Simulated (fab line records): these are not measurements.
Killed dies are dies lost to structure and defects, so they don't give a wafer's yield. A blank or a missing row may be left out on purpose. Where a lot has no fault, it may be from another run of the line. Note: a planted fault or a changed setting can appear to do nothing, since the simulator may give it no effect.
fab line records + flow nandHarc
[record]
- lots = 5
- wafers = 15
- lastDay = 25
route steps=1159 shown P_ZERO_WELL@14
lots that met no fault: taken from a fault-free run of the same line
startH: start of the lot's first displayed wafer, in hours after the record's first day + waitH: hours from the lot's prior step to this one + " same as the row above + L1.1+2: several wafers, shown together as one row + - no value, or no start was given + * or withheld: withheld + < > ~ a bound
route shown NAME@n: a module of which the file shows steps, and the number in the route of the first + usual: mean/standard deviation of fault-free wafers + same: alike in all rows + chamber/n: place in a boat + sites: per-site readings + _std_site: their standard deviation + _edge_site: the outer-site mean with the inner-site mean subtracted + radiusMm: for every site, how far away it sits from the centre of the wafer + mask NAME#n: copy n + behind: the last tool/chamber to shape the wafer + hold: cause of the lot's hold/its duration in hours/its outcome + device: which transistor (n, p or np) failed to switch + end of line: at the end of the route, the tests of the same wafers + a step without rows: its recipe alone + killed: dies that structure and defects cost at the first sort, which is not the same as the wafer's yield + map: shows each die of a wafer: x if killed, . if not, _ if none is there
set.NAME: the run value of the setting; set.NAME@STEP: its run value at that earlier step + model.NAME: the simulator's own value behind a step, which no gauge read
certain route steps with their lots: each step a table, each wafer a row
services: a tool's chamber out of use, with start hour (startH, from the record's first day; less than 0 if before it), hours out, and reason
[[steps]]
[step NHARC_P_ZERO_WELL_CD_MEAS_11]
[recipe]
- targetCdNm = 500
- landingEnergyEv = 500
[usual]
- cdNm = 500.2/2.6
| lot.wafer | tool     | chamber | startH | waitH | cdNm  |
|-----------|----------|---------|--------|-------|-------|
| L722.2    | cdSem-02 | 0       | 43.13  | -     | 498.1 |
| L722.4    | "        | 0       | "      | "     | 496.5 |
| L722.5    | "        | 0       | "      | "     | 499.6 |
| L731.2    | cdSem-03 | 0       | 97.25  | -     | 498.5 |
| L731.5    | "        | 0       | "      | "     | 498.5 |
| L731.6    | "        | 0       | "      | "     | 498.0 |
| L735.1    | cdSem-03 | 0       | 121.42 | -     | 504.3 |
| L735.3    | "        | 0       | "      | "     | 498.3 |
| L735.6    | "        | 0       | "      | "     | 501.3 |
| L736.1    | cdSem-03 | 0       | 127.25 | -     | 499.6 |
| L736.4    | "        | 0       | "      | "     | 501.4 |
| L736.6    | "        | 0       | "      | "     | 504.7 |
| L740.1    | cdSem-03 | 0       | 151.11 | -     | 504.2 |
| L740.3    | "        | 0       | "      | "     | 498.1 |
| L740.6    | "        | 0       | "      | "     | 499.8 |
[step NHARC_P_ZERO_WELL_HARDBAKE_12]
[recipe]
- tempC = 118
- timeS = 65
[step NHARC_P_ZERO_WELL_DESCUM_13]
[recipe]
- timeS = 3
- o2FlowSccm = 200
- arFlowSccm = 0
- biasPowerW = 0
- chemistry = O2
[usual]
- drypumpMotorCurrentA = 5.84/0.29
- oesProductAu = 1.001/0.013
- rfVppV = 57.8/0.88
- showerheadPlenumPTorr = 1.92/0.09
- throttleValvePct = 11.311/0.0099
| lot.wafer | tool       | chamber | startH | waitH | drypumpMotorCurrentA | oesProductAu | rfHoursCounterH | rfVppV | showerheadPlenumPTorr | throttleValvePct |
|-----------|------------|---------|--------|-------|----------------------|--------------|-----------------|--------|-----------------------|------------------|
| L722.2    | rieDiel-09 | 3       | 43.28  | -     | 5.30                 | 0.989        | 9               | 58.3   | 2.06                  | 11.305           |
| L722.4    | "          | 3       | "      | "     | 5.32                 | 1.003        | -               | 59.0   | 2.06                  | 11.298           |
| L722.5    | "          | 0       | "      | "     | 5.81                 | 1.014        | -               | 57.5   | 2.06                  | 11.308           |
| L731.2    | rieDiel-07 | 3       | 97.40  | -     | 6.30                 | 1.009        | 3               | 58.2   | 1.79                  | 11.315           |
| L731.6    | "          | 3       | "      | "     | 6.26                 | 1.005        | -               | 57.3   | 1.79                  | 11.311           |
| L731.5    | "          | 0       | "      | "     | 5.63                 | 1.005        | -               | 57.9   | 1.91                  | 11.294           |
| L735.3    | rieDiel-09 | 1       | 121.58 | -     | 5.62                 | 1.008        | 4               | 57.4   | 1.84                  | 11.332           |
| L735.1    | "          | 0       | "      | "     | 5.76                 | 1.024        | 3               | 57.3   | 2.06                  | 11.314           |
| L735.6    | "          | 1       | "      | "     | 5.61                 | 1.005        | -               | 57.2   | 1.84                  | 11.305           |
| L736.1    | rieDiel-07 | 0       | 127.42 | -     | 5.63                 | 1.005        | 5               | 57.9   | 1.91                  | 11.295           |
| L736.4    | "          | 2       | "      | "     | 6.13                 | 0.994        | 6               | 58.5   | 1.93                  | 11.322           |
| L736.6    | "          | 0       | "      | "     | 5.63                 | 1.008        | -               | 57.4   | 1.91                  | 11.320           |
| L740.1    | rieDiel-07 | 3       | 151.27 | -     | 6.26                 | 1.001        | 7               | 58.3   | 1.79                  | 11.308           |
| L740.3    | "          | 1       | "      | "     | 5.94                 | 1.009        | 6               | 57.8   | 1.84                  | 11.311           |
| L740.6    | "          | 3       | "      | "     | 6.26                 | 1.006        | -               | 58.1   | 1.79                  | 11.311           |
[step NHARC_P_ZERO_WELL_ETCH_65]
[recipe]
- targetDepthA = 800
- overetchA = 240
- timeS = 87.88
- ionEnergyEv = 200
- n2FlowSccm = 150
- h2FlowSccm = 150
- arFlowSccm = 0
- rfW = 400
- biasW = 150
- chemistry = N2/H2
[usual]
- drypumpMotorCurrentA = 5.83/0.29
- oesProductAu = 1.003/0.012
- rfVppV = 430.7/2.8
- showerheadPlenumPTorr = 2.05/0.099
- throttleValvePct = 14.171/0.0082
| lot.wafer | tool       | chamber | startH | waitH | drypumpMotorCurrentA | oesProductAu | rfHoursCounterH | rfVppV | showerheadPlenumPTorr | throttleValvePct |
|-----------|------------|---------|--------|-------|----------------------|--------------|-----------------|--------|-----------------------|------------------|
| L722.2    | rieDiel-09 | 0       | 43.41  | 0.1   | 5.77                 | 1.014        | 9               | 434.9  | 2.21                  | 14.182           |
| L722.5    | "          | 0       | "      | "     | 5.80                 | 1.018        | -               | 435.4  | 2.21                  | 14.172           |
| L722.4    | "          | 3       | "      | "     | 5.29                 | 1.004        | -               | 435.2  | 2.20                  | 14.178           |
| L731.2    | rieDiel-07 | 1       | 97.50  | 0.1   | 5.99                 | 0.993        | 3               | 427.5  | 1.96                  | 14.173           |
| L731.6    | "          | 3       | "      | "     | 6.28                 | 0.997        | -               | 425.5  | 1.90                  | 14.176           |
| L731.5    | "          | 0       | "      | "     | 5.63                 | 1.012        | -               | 431.5  | 2.04                  | 14.158           |
| L735.1    | rieDiel-09 | 1       | 121.66 | 0.1   | 5.60                 | 1.007        | 4               | 428.0  | 1.96                  | 14.168           |
| L735.3    | "          | 0       | "      | "     | 5.83                 | 1.017        | 3               | 435.4  | 2.20                  | 14.160           |
| L735.6    | "          | 2       | "      | "     | 5.71                 | 0.990        | -               | 428.1  | 1.98                  | 14.166           |
| L736.1    | rieDiel-07 | 3       | 127.49 | 0.1   | 6.27                 | 1.018        | 5               | 426.8  | 1.90                  | 14.173           |
| L736.4    | "          | 1       | "      | "     | 5.91                 | 1.006        | 4               | 427.4  | 1.96                  | 14.177           |
| L736.6    | "          | 3       | "      | "     | 6.31                 | 1.015        | -               | 426.4  | 1.90                  | 14.167           |
| L740.1    | rieDiel-07 | 1       | 151.35 | 0.1   | 5.95                 | 1.020        | 6               | 428.5  | 1.96                  | 14.187           |
| L740.3    | "          | 2       | "      | "     | 6.10                 | 1.002        | 8               | 430.6  | 2.06                  | 14.166           |
| L740.6    | "          | 1       | "      | "     | 5.96                 | 1.000        | -               | 428.6  | 1.96                  | 14.183           |
[step NHARC_P_ZERO_WELL_ETCH_62]
[recipe]
- targetDepthA = 130
- timeS = 6.5
- chf3FlowSccm = 50
- arFlowSccm = 200
- rfW = 500
- biasW = 200
- chemistry = CHF3/Ar
[usual]
- drypumpMotorCurrentA = 5.84/0.29
- oesProductAu = 0.966/0.018
- rfVppV = 370.7/2.5
- showerheadPlenumPTorr = 2.35/0.11
- throttleValvePct = 20.216/0.0099
| lot.wafer | tool       | chamber | startH | waitH | drypumpMotorCurrentA | oesProductAu | rfHoursCounterH | rfVppV | showerheadPlenumPTorr | throttleValvePct |
|-----------|------------|---------|--------|-------|----------------------|--------------|-----------------|--------|-----------------------|------------------|
| L722.2    | rieDiel-09 | 2       | -      | -     | 5.69                 | 0.935        | 9               | 369.8  | 2.28                  | 20.231           |
| L722.5    | "          | 2       | "      | "     | 5.72                 | 0.938        | -               | 369.7  | 2.28                  | 20.228           |
| L722.4    | "          | 3       | "      | "     | 5.32                 | 0.946        | -               | 375.3  | 2.52                  | 20.214           |
| L731.2    | rieDiel-07 | 1       | -      | -     | 5.95                 | 0.981        | 3               | 367.9  | 2.26                  | 20.224           |
| L731.5    | "          | 2       | "      | "     | 6.09                 | 0.986        | -               | 370.9  | 2.37                  | 20.215           |
| L731.6    | "          | 3       | "      | "     | 6.30                 | 0.976        | -               | 367.2  | 2.20                  | 20.207           |
| L735.1    | rieDiel-09 | 2       | -      | -     | 5.70                 | 0.953        | 3               | 369.2  | 2.28                  | 20.198           |
| L735.3    | "          | 3       | "      | "     | 5.33                 | 0.972        | 2               | 374.8  | 2.52                  | 20.208           |
| L735.6    | "          | 1       | "      | "     | 5.58                 | 0.974        | -               | 368.9  | 2.26                  | 20.201           |
| L736.1    | rieDiel-07 | 1       | -      | -     | 5.95                 | 0.970        | 4               | 368.6  | 2.26                  | 20.213           |
| L736.4    | "          | 3       | "      | "     | 6.29                 | 0.982        | 5               | 368.5  | 2.20                  | 20.213           |
| L736.6    | "          | 0       | "      | "     | 5.63                 | 0.966        | -               | 371.4  | 2.34                  | 20.194           |
| L740.3    | rieDiel-07 | 0       | -      | -     | 5.63                 | 0.956        | 7               | 371.5  | 2.34                  | 20.215           |
| L740.1    | "          | 1       | "      | "     | 5.99                 | 0.979        | 6               | 369.4  | 2.25                  | 20.200           |
| L740.6    | "          | 2       | "      | "     | 6.03                 | 0.972        | -               | 371.8  | 2.36                  | 20.213           |
[step NHARC_P_ZERO_WELL_ETCH_63]
[recipe]
- targetDepthA = 1200
- timeS = 40.1
- hbrFlowSccm = 150
- cl2FlowSccm = 50
- rfW = 400
- icpW = 400
- biasW = 100
- chemistry = HBr/Cl2
[usual]
- drypumpMotorCurrentA = 5.8/0.3
- hbrFlowSccm = 150.0/0.5
- oesProductAu = 0.995/0.021
- throttleValvePct = 26.406/0.0099
| lot.wafer | tool     | chamber | startH | waitH | drypumpMotorCurrentA | hbrFlowSccm | oesProductAu | rfHoursCounterH | throttleValvePct |
|-----------|----------|---------|--------|-------|----------------------|-------------|--------------|-----------------|------------------|
| L722.4    | rieSi-03 | 3       | 43.63  | -     | 5.5                  | 149.7       | 0.957        | 0.5             | 26.411           |
| L722.2    | "        | 0       | "      | "     | 5.2                  | 149.4       | 0.977        | 0.5             | 26.413           |
| L722.5    | "        | 1       | "      | "     | 6.2                  | 150.4       | 0.963        | -               | 26.415           |
| L731.2    | rieSi-04 | 1       | 97.67  | -     | 5.5                  | 149.6       | 1.021        | 1.5             | 26.409           |
| L731.6    | "        | 0       | "      | "     | 6.0                  | 150.9       | 1.006        | -               | 26.403           |
| L731.5    | "        | 1       | "      | "     | 5.5                  | 148.8       | 1.018        | -               | 26.395           |
| L735.1    | rieSi-04 | 2       | 121.84 | -     | 6.0                  | 150.2       | 0.998        | 0.1             | 26.401           |
| L735.3    | "        | 0       | "      | "     | 5.9                  | 150.4       | 1.013        | 0.1             | 26.412           |
| L735.6    | "        | 3       | "      | "     | 5.7                  | 149.1       | 1.027        | -               | 26.422           |
| L736.1    | rieSi-04 | 2       | 127.67 | -     | 6.1                  | 150.0       | 1.002        | 0.1             | 26.410           |
| L736.4    | "        | 0       | "      | "     | 5.9                  | 149.3       | 1.016        | 0.1             | 26.415           |
| L736.6    | "        | 2       | "      | "     | 6.0                  | 150.1       | 0.994        | -               | 26.421           |
| L740.3    | rieSi-01 | 2       | 151.53 | -     | 6.3                  | 149.5       | 1.014        | 0.1             | 26.404           |
| L740.1    | "        | 0       | "      | "     | 5.4                  | 150.3       | 1.018        | 0.1             | 26.420           |
| L740.6    | "        | 3       | "      | "     | 5.4                  | 150.1       | 0.996        | -               | 26.418           |
[step NHARC_P_ZERO_WELL_STRIP_15]
[recipe]
- timeS = 900
- tempC = 130
- chemistry = SPM
[step NHARC_P_ZERO_WELL_DEHYDRATE_16]
[recipe]
- tempC = 150
- timeS = 120
[step NHARC_P_ZERO_WELL_HMDS_17]
[recipe]
- timeS = 30
[step NHARC_P_ZERO_WELL_COAT_18]
[recipe]
- spinRpm = withheld
[step NHARC_P_ZERO_WELL_SOFTBAKE_19]
[recipe]
- tempC = 122
- timeS = 95
[step NHARC_P_ZERO_WELL_EBR_20]
[step NHARC_P_ZERO_WELL_EXPOSE_21]
[recipe]
- na = 0.6
- targetCdNm = 720
- doseMj = 22.31
- maskId = P_NWELL
| lot.wafer  | tool          | chamber | startH | waitH | mask         |
|------------|---------------|---------|--------|-------|--------------|
| L722.2+4+5 | krfScanner-01 | 0       | 44.25  | -     | P_NWELL_R1#0 |
| L731.2+5+6 | krfScanner-01 | 0       | 98.44  | -     | P_NWELL#0    |
| L735.1+3+6 | krfScanner-03 | 0       | 122.61 | -     | P_NWELL#0    |
| L736.1+4+6 | krfScanner-01 | 0       | 128.44 | -     | P_NWELL#0    |
| L740.1+3+6 | krfScanner-01 | 0       | 152.29 | -     | P_NWELL#0    |
[step NHARC_P_ZERO_WELL_PEB_22]
[recipe]
- pebTempC = 118
- pebTimeS = 85
[step NHARC_P_ZERO_WELL_DEVELOP_23]
[recipe]
- timeS = 70
[step NHARC_P_ZERO_WELL_CD_MEAS_24]
[recipe]
- targetCdNm = 720
- landingEnergyEv = 500
[usual]
- cdNm = 718.6/2
| lot.wafer | tool     | chamber | startH | waitH | cdNm  |
|-----------|----------|---------|--------|-------|-------|
| L722.2    | cdSem-02 | 0       | 44.40  | -     | 697.0 |
| L722.4    | "        | 0       | "      | "     | 695.3 |
| L722.5    | "        | 0       | "      | "     | 696.6 |
| L731.2    | cdSem-01 | 0       | 98.59  | -     | 718.4 |
| L731.5    | "        | 0       | "      | "     | 718.3 |
| L731.6    | "        | 0       | "      | "     | 720.7 |
| L735.1    | cdSem-01 | 0       | 122.76 | -     | 716.2 |
| L735.3    | "        | 0       | "      | "     | 717.8 |
| L735.6    | "        | 0       | "      | "     | 716.6 |
| L736.1    | cdSem-01 | 0       | 128.60 | -     | 717.2 |
| L736.4    | "        | 0       | "      | "     | 715.7 |
| L736.6    | "        | 0       | "      | "     | 719.8 |
| L740.1    | cdSem-01 | 0       | 152.45 | -     | 718.3 |
| L740.3    | "        | 0       | "      | "     | 718.7 |
| L740.6    | "        | 0       | "      | "     | 717.9 |
[step NHARC_P_ZERO_WELL_HARDBAKE_25]
[recipe]
- tempC = 125
- timeS = 80
[step NHARC_P_ZERO_WELL_DESCUM_26]
[recipe]
- timeS = 3
- o2FlowSccm = 200
- arFlowSccm = 0
- biasPowerW = 0
- chemistry = O2
[usual]
- drypumpMotorCurrentA = 5.84/0.28
- oesProductAu = 1.001/0.013
- rfVppV = 57.9/0.95
- showerheadPlenumPTorr = 1.92/0.085
- throttleValvePct = 11.311/0.0087
| lot.wafer | tool       | chamber | startH | waitH | drypumpMotorCurrentA | oesProductAu | rfHoursCounterH | rfVppV | showerheadPlenumPTorr | throttleValvePct | model.P_ZERO_WELL.cdNm |
|-----------|------------|---------|--------|-------|----------------------|--------------|-----------------|--------|-----------------------|------------------|------------------------|
| L722.2    | rieDiel-09 | 2       | 44.58  | -     | 5.70                 | 0.992        | 9               | 58.9   | 1.86                  | 11.302           | 695.8                  |
| L722.4    | "          | 2       | "      | "     | 5.69                 | 0.990        | -               | 56.8   | 1.86                  | 11.316           | 694.1                  |
| L722.5    | "          | 3       | "      | "     | 5.31                 | 0.999        | -               | 57.9   | 2.06                  | 11.314           | 696.2                  |
| L731.2    | rieDiel-07 | 3       | 98.78  | -     | 6.27                 | 1.018        | 3               | 57.7   | 1.79                  | 11.326           | 717.8                  |
| L731.5    | "          | 1       | "      | "     | 5.98                 | 1.010        | -               | 56.9   | 1.84                  | 11.308           | 718.7                  |
| L731.6    | "          | 2       | "      | "     | 6.04                 | 1.003        | -               | 59.7   | 1.93                  | 11.316           | 720.7                  |
| L735.1    | rieDiel-01 | 0       | 122.92 | -     | 6.08                 | 0.998        | 10              | 58.7   | 2.01                  | 11.312           | 717.9                  |
| L735.3    | "          | 1       | "      | "     | 5.38                 | 0.985        | 9               | 58.1   | 1.96                  | 11.302           | 719                    |
| L735.6    | "          | 1       | "      | "     | 5.39                 | 0.986        | -               | 58.4   | 1.96                  | 11.316           | 717.9                  |
| L736.1    | rieDiel-01 | 0       | 128.77 | -     | 6.07                 | 1.000        | 10              | 57.0   | 2.01                  | 11.308           | 718                    |
| L736.4    | "          | 2       | "      | "     | 6.02                 | 0.969        | 9               | 57.1   | 2.03                  | 11.315           | 714.9                  |
| L736.6    | "          | 3       | "      | "     | 5.84                 | 0.998        | -               | 57.4   | 1.91                  | 11.312           | 719.1                  |
| L740.1    | rieDiel-01 | 3       | 152.63 | -     | 5.85                 | 0.982        | 0               | 58.2   | 1.91                  | 11.312           | 717.9                  |
| L740.3    | "          | 0       | "      | "     | 6.07                 | 1.006        | 0               | 58.6   | 2.01                  | 11.317           | 718.7                  |
| L740.6    | "          | 0       | "      | "     | 6.09                 | 1.005        | -               | 56.8   | 2.01                  | 11.310           | 717.3                  |
[step NHARC_P_ZERO_WELL_IMPLANT_27]
[recipe]
- energyKev = 600
- doseCm2 = 1e+13
- tiltDeg = 7
[[services]]
| tool          | chamber | startH | hours | kind   |
|---------------|---------|--------|-------|--------|
| rieSi-04      | 0       | 22.31  | 2.2   | repair |
| rieSi-04      | -       | 25.65  | 0.5   | repair |
| rieDiel-01    | 2       | 34.16  | 6.6   | repair |
| krfScanner-03 | -       | 37.62  | 0.5   | repair |
| rieDiel-09    | 1       | 42.56  | 4.5   | repair |
| rieDiel-07    | 3       | 43.39  | 5.4   | repair |
| rieDiel-01    | 2       | 43.56  | 7.0   | repair |
| krfScanner-03 | -       | 49.36  | 4.2   | repair |
| rieDiel-07    | -       | 51.20  | 9.0   | pm     |
| rieDiel-07    | 0       | 76.63  | 3.3   | repair |
| rieDiel-09    | -       | 77.10  | 9.0   | pm     |
| krfScanner-03 | -       | 78.67  | 0.6   | repair |
| krfScanner-01 | -       | 84.00  | 4.0   | pm     |
| rieDiel-01    | 2       | 95.14  | 6.2   | repair |
| rieSi-04      | -       | 99.00  | 9.0   | pm     |
| rieDiel-07    | 3       | 100.00 | 7.4   | repair |
| rieSi-01      | -       | 102.29 | 1.8   | repair |
| krfScanner-03 | -       | 106.50 | 0.4   | repair |
| rieDiel-07    | 1       | 109.51 | 13.7  | repair |
| rieDiel-07    | 0       | 112.30 | 3.6   | repair |
| rieDiel-07    | 2       | 123.05 | 2.3   | repair |
| rieSi-01      | -       | 127.00 | 9.0   | pm     |
| rieDiel-01    | -       | 137.82 | 9.0   | pm     |
| rieDiel-01    | 2       | 148.38 | 8.2   | repair |
[[key]]
[firstSign]
- step = NHARC_P_ZERO_WELL_EXPOSE_21
- reading = mask
- direction = changed
[effect]
- step = NHARC_P_ZERO_WELL_CD_MEAS_24
- reading = cdNm
- direction = down
- sigmas = 11
- usual = 718.6
- struck = 696.3
[modelEffect]
- step = NHARC_P_ZERO_WELL_DESCUM_26
- value = P_ZERO_WELL.cdNm
- without = 717.8
- struck = 695.4
metAt NHARC_P_ZERO_WELL_EXPOSE_21
struckWafers L722.2,L722.4,L722.5
testerLeftOut L722
[fault]
- kind = wrongMask
- tool = any
- chamber = -
- onsetH = 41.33
- steps = NHARC_P_ZERO_WELL_EXPOSE_21
- auxCopy = P_NWELL_R1#0
- cdOffsetNm = -22.401
- scope = struckLotsOnly
// testerLeftOut: of these lots the tester's yield and bins aren't shown, on N5 and GAA mostly nor the transistor test; their killed dies are dies lost to structure and defects alone, not to doping, threshold or leakage, so they don't give the yield
